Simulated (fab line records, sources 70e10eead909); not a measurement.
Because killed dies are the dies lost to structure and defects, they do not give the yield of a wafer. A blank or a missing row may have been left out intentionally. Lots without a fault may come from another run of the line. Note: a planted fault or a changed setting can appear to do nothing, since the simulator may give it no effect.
Check for tools in common    flow nand-harc    36 wafers sampled across 12 lots

REASON IT WAS OPENED
Flagged at NHARC_A_ZERO_WELL_INSPECT_17: reading raw-defect-count, on 2 of 12 lots. No-fault wafers: 11, standard deviation 6.1.
Rule: flag the lot when none of its wafers has a number, or when each of its wafers that has one lies beyond 4 standard deviations from that mean. The other lots count as sound.

lot   measured      on                 raw-defect-count, wafer by wafer  flag
L310  day 7 15:01   defect-inspect-01  22 24 24                          
L309  day 7 16:03   defect-inspect-01  2 12 3                            
L311  day 7 16:40   defect-inspect-01  3 8 6                             
L312  day 8 03:08   defect-inspect-02  9 6 9                             
L313  day 8 16:54   defect-inspect-02  1 9 3                             
L322  day 10 10:51  defect-inspect-01  1274 1270 1293                    FLAGGED
L320  day 10 11:47  defect-inspect-02  1315 1208 1246                    FLAGGED
L323  day 10 17:27  defect-inspect-01  17 6 12                           
L324  day 10 23:52  defect-inspect-02  14 7 6                            
L325  day 11 09:18  defect-inspect-02  21 10 17                          
L327  day 11 14:22  defect-inspect-01  3 2 12                            
L329  day 12 11:53  defect-inspect-01  6 9 7                             
Flagged lots average 1268: +1257 relative to the usual, that is +99 or more standard deviations.

WHICH TOOL RAN EACH LOT
3 process steps preceding the reading are held in the record, out of 1159 steps in the route. Read each cell as the tool, then ch plus the chambers that the sampled wafers visited, then the start.
lot   flag     NHARC_P_BONDPAD_PRE_CLEAN_26             NHARC_A_ZERO_WELL_ETCH_13         NHARC_A_ZERO_WELL_RTA_16
L310           pvd-sputter-01, day 7 12:42 or earlier   rie-si-06 ch 2,3, day 7 13:55     rtp-anneal-02 ch 0, day 7 14:51
L309           pvd-sputter-02, day 7 13:52 or earlier   rie-si-06 ch 0,1,2, day 7 14:57   rtp-anneal-02 ch 0, day 7 15:53
L311           pvd-sputter-01, day 7 14:21 or earlier   rie-si-01 ch 0,2,3, day 7 15:35   rtp-anneal-02 ch 0, day 7 16:28
L312           pvd-sputter-02, day 8 00:56 or earlier   rie-si-06 ch 0,1,3, day 8 02:03   rtp-anneal-02 ch 0, day 8 03:00
L313           pvd-sputter-03, day 8 14:37 or earlier   rie-si-01 ch 0,3, day 8 15:48     rtp-anneal-02 ch 0, day 8 16:46
L322  FLAGGED  pvd-sputter-03, day 10 08:32 or earlier  rie-si-06 ch 2,3, day 10 09:44    rtp-anneal-01 ch 0, day 10 10:41
L320  FLAGGED  pvd-sputter-03, day 10 09:37 or earlier  rie-si-06 ch 0,1,3, day 10 10:42  rtp-anneal-02 ch 0, day 10 11:38
L323           pvd-sputter-01, day 10 15:08 or earlier  rie-si-03 ch 1,3, day 10 16:20    rtp-anneal-02 ch 0, day 10 17:19
L324           pvd-sputter-01, day 10 21:33 or earlier  rie-si-03 ch 0,3, day 10 22:45    rtp-anneal-02 ch 0, day 10 23:41
L325           pvd-sputter-01, day 11 06:40 or earlier  rie-si-03 ch 2,3, day 11 08:12    rtp-anneal-02 ch 0, day 11 09:08
L327           pvd-sputter-02, day 11 12:04 or earlier  rie-si-01 ch 1,2, day 11 13:16    rtp-anneal-01 ch 0, day 11 14:10
L329           pvd-sputter-02, day 12 09:19 or earlier  rie-si-03 ch 0,1,2, day 12 10:32  rtp-anneal-02 ch 0, day 12 11:41
What is done by these steps:
- NHARC_P_BONDPAD_PRE_CLEAN_26: time 30 s.
- NHARC_A_ZERO_WELL_ETCH_13: etches the open film in HBr/Cl2, target depth 120 nm, time 40.1 s.
- NHARC_A_ZERO_WELL_RTA_16: time 10 s.
- NHARC_A_ZERO_WELL_INSPECT_17

FLAGGED OVER TOTAL, TOOL BY TOOL (the gauges that took the reading come last)
step                          tool               lots run  flagged  share of the flagged lots  sound lots run after its first flagged lot
NHARC_P_BONDPAD_PRE_CLEAN_26  pvd-sputter-01     5         0        none                       -
NHARC_P_BONDPAD_PRE_CLEAN_26  pvd-sputter-02     4         0        none                       -
NHARC_P_BONDPAD_PRE_CLEAN_26  pvd-sputter-03     3         2        all                        0
NHARC_A_ZERO_WELL_ETCH_13     rie-si-01          3         0        none                       -
NHARC_A_ZERO_WELL_ETCH_13     rie-si-03          4         0        none                       -
NHARC_A_ZERO_WELL_ETCH_13     rie-si-06          5         2        all                        0
NHARC_A_ZERO_WELL_RTA_16      rtp-anneal-01      2         1        some                       1 (L327)
NHARC_A_ZERO_WELL_RTA_16      rtp-anneal-02      10        1        some                       4 (L323,L324,L325,L329)
NHARC_A_ZERO_WELL_INSPECT_17  defect-inspect-01  7         1        some                       3 (L323,L327,L329)
NHARC_A_ZERO_WELL_INSPECT_17  defect-inspect-02  5         1        some                       2 (L324,L325)
Because NHARC_P_BONDPAD_PRE_CLEAN_26 lacks a start for some lots, the hours and order of its lots are taken from NHARC_A_START_INSPECT_01.

WHAT THE TABLE ALLOWS
pvd-sputter-03 at NHARC_P_BONDPAD_PRE_CLEAN_26 and rie-si-06 at NHARC_A_ZERO_WELL_ETCH_13 are the 2 rows of the table that ran each flagged lot.
- pvd-sputter-03 at NHARC_P_BONDPAD_PRE_CLEAN_26 ran 3 lots, 2 of them flagged. A fault beginning between L313 (day 8 14:37), its last sound lot, and L322 (day 10 08:32), its first flagged one, fits the data.
- rie-si-06 at NHARC_A_ZERO_WELL_ETCH_13 ran 5 lots, 2 of them flagged. A fault beginning between L312 (day 8 02:03), its last sound lot, and L322 (day 10 09:44), its first flagged one, fits the data.
These 2 tools cannot be told apart by counting lots, since each of them fits a fault that started at some hour. More lots, or a look at what each step does to the wafer, might.

WHAT WAS PUT IN BY THE SIMULATOR
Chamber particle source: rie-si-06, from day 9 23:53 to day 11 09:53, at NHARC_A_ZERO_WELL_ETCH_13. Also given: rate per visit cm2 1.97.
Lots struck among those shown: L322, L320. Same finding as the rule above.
